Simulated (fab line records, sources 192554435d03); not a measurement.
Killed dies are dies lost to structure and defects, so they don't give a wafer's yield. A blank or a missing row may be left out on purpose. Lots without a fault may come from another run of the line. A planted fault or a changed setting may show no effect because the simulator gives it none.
Which tool did it? | flow n5_finfet | 11 lots, 32 wafers sampled, at 2 steps of a route of 1938

WHAT THE GAUGES READ, wafer by wafer
N5_PASSIVATION_OVL_MEAS_63.
lot  | measured     | on         | PAD_OVL (nm)
L789 | day 12 07:54 | overlay-01 | 5 -12 5
L790 | day 12 11:28 | overlay-02 | 5 0 -4
L792 | day 12 20:29 | overlay-02 | 8 5 8
L793 | day 14 04:47 | overlay-01 | -11 -10
L796 | day 15 00:55 | overlay-02 | -1 0 0
L797 | day 14 08:19 | overlay-01 | -5 11 -1
L801 | day 15 15:18 | overlay-02 | -5 -13 -4
L804 | day 15 20:04 | overlay-02 | 1 -7 -3
L805 | day 16 16:26 | overlay-02 | 11 -2 7
L808 | day 17 11:26 | overlay-02 | -5 -9 4
L810 | day 18 09:00 | overlay-02 | 3 -5 -1

WHICH TOOL RAN EACH LOT (tool, then ch and the chambers of the sampled wafers, then the start)
lot  | N5_BEOL_M3_SPUTTER_86
L789 | pvd_sputter-03, day 7 08:22
L790 | pvd_sputter-03, day 7 15:26
L792 | pvd_sputter-01, day 8 06:50
L793 | pvd_sputter-02, day 9 01:21
L796 | pvd_sputter-03, day 9 17:26
L797 | pvd_sputter-03, day 9 19:24
L801 | pvd_sputter-03, day 10 12:04
L804 | pvd_sputter-03, day 11 11:07
L805 | pvd_sputter-01, day 12 00:41
L808 | pvd_sputter-01, day 12 05:08
L810 | pvd_sputter-01, day 12 21:59
- N5_BEOL_M3_SPUTTER_86: material Cu, target thk 4.5 nm, time 8.29 s.

THE ANSWER, worked out from the rows above alone
Rule: what is usual is taken from the lots themselves. Put in order of their means at a reading, lots are off if they are a third of the lots or fewer, leave a main group of 4 or more, and stand apart from it by a gap of 3 or more times the standard deviation of the main group's means; of several such gaps the widest counts. A main group whose means are all the same, to the digits that the tables above print for the reading, isn't used. A lot without any number at a reading at which 4 lots or more have one is off too. The other lots that the step has rows for count as sound.
No lot is off at any reading shown: from this, nothing can be told.

WHAT THE SIMULATOR HAD PUT IN
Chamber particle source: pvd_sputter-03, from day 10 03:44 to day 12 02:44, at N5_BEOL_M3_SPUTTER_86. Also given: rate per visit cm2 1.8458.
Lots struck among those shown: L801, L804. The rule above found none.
